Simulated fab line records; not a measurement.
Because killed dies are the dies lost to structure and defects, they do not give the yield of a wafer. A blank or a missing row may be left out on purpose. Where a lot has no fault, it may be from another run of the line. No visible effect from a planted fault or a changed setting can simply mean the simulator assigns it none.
Split-lot trial -- flow n5 finfet -- 21 wafers read across 7 lots, on a route 1938 steps long

ON THE SPLIT
At N5_MOL_CONTACT_COAG_ALD_27 (deposits SiOC, target thk 17 nm, pulse time 1.5 s, time 2720 s), the setting ald cycles was moved away from the recipe's 340 on 5 of the 21 wafers read, by -10.0% to +16.5%. The other wafers ran this setting at the recipe's value.

The reading comes from the split's own step.

THE READING
SiOC_of_MOL_CONTACT_COAG_ALD_27.thk nm (the simulator's own value, which no gauge read), in nm, at N5_MOL_CONTACT_COAG_ALD_27 (deposits SiOC, target thk 17 nm, pulse time 1.5 s, time 2720 s). The file gives no usual value for it. Here, 16 wafers ran the recipe; their average is 17.0 nm with a standard deviation of 0.097 nm.

wafer,"tool, chamber at the split",ald cycles as run,against the recipe,"SiOC_of_MOL_CONTACT_COAG_ALD_27.thk nm, nm",against lot-mates on the recipe
L085.1,"ald sin-01, 1",340,recipe,17.2,-
L085.6,"ald sin-01, 1",340,recipe,17.2,-
L085.2,"ald sin-01, 2",340,recipe,17,-
L086.1,"ald sin-01, 0",357,+5.0%,17.8,+0.9
L086.2,"ald sin-01, 1",340,recipe,17,-
L086.5,"ald sin-01, 0",340,recipe,16.8,-
L088.1,"ald sin-02, 2",340,recipe,17.2,-
L088.2,"ald sin-02, 1,3",340,recipe,17,-
L088.3,"ald sin-02, 1,3",340,recipe,17,-
L090.1,"ald sin-01, 3",306,-10.0%,15.2,-1.8
L090.2,"ald sin-01, 2",340,recipe,17,-
L090.3,"ald sin-01, 1",306,-10.0%,15.4,-1.6
L091.3,"ald sin-02, 1,3",340,recipe,17,-
L091.6,"ald sin-02, 1,3",340,recipe,17,-
L091.4,"ald sin-02, 0",396,+16.5%,19.8,+2.8
L094.2,"ald sin-01, 0,3",340,recipe,17,-
L094.6,"ald sin-01, 0,3",340,recipe,17,-
L094.5,"ald sin-01, 0",314,-7.6%,15.8,-1.2
L096.3,"ald sin-02, 3,1,3",340,recipe,17,-
L096.4,"ald sin-02, 3,1,3",340,recipe,17,-
L096.5,"ald sin-02, 3,1,3",340,recipe,17,-
Rows listing several chambers each stand for several wafers; the file does not say which wafer went through which chamber.

FIT RESULTS
A straight line over all 21 wafers: SiOC_of_MOL_CONTACT_COAG_ALD_27.thk nm changes by +0.168 nm for each +1% of ald cycles; r = +0.99; the points scatter about the line by 0.098 nm.
The same after taking each lot's own level away (the mean of its wafers on the recipe; 21 wafers): +0.169 nm for each +1%; r = +1.00; scatter 0.074 nm.
The reading moves by 2.8 nm for the largest change in ald cycles, on that fit.
The lots' own levels span 16.90 to 17.13 nm, that is 2.4 times the standard deviation above.
Hence the lot-to-lot level has little effect on the slope; both slopes agree.
Check: with one of the wafers moved furthest among these (+16.5%) left out of the fit, the line predicts +2.78 nm for it against its lot-mates. It came out at +2.8 nm against them.

ADDITIONAL SPLITS CARRIED BY THESE WAFERS
Note: prior to the reading, these wafers also went through further splits. Each is held against what the fit with the lots' levels taken away leaves over:
other split on the same wafers,wafers away from the commonest value,r with SiOC_of_MOL_CONTACT_COAG_ALD_27.thk nm (lot level and that fit taken away)
N5_GATE_CUT_CUT_ETCH_54 icp w,4,+0.34

FILE'S OWN FIT
SiOC_of_MOL_CONTACT_COAG_ALD_27.thk nm changes by +0.169 nm for each +1% of ald cycles, r = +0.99.
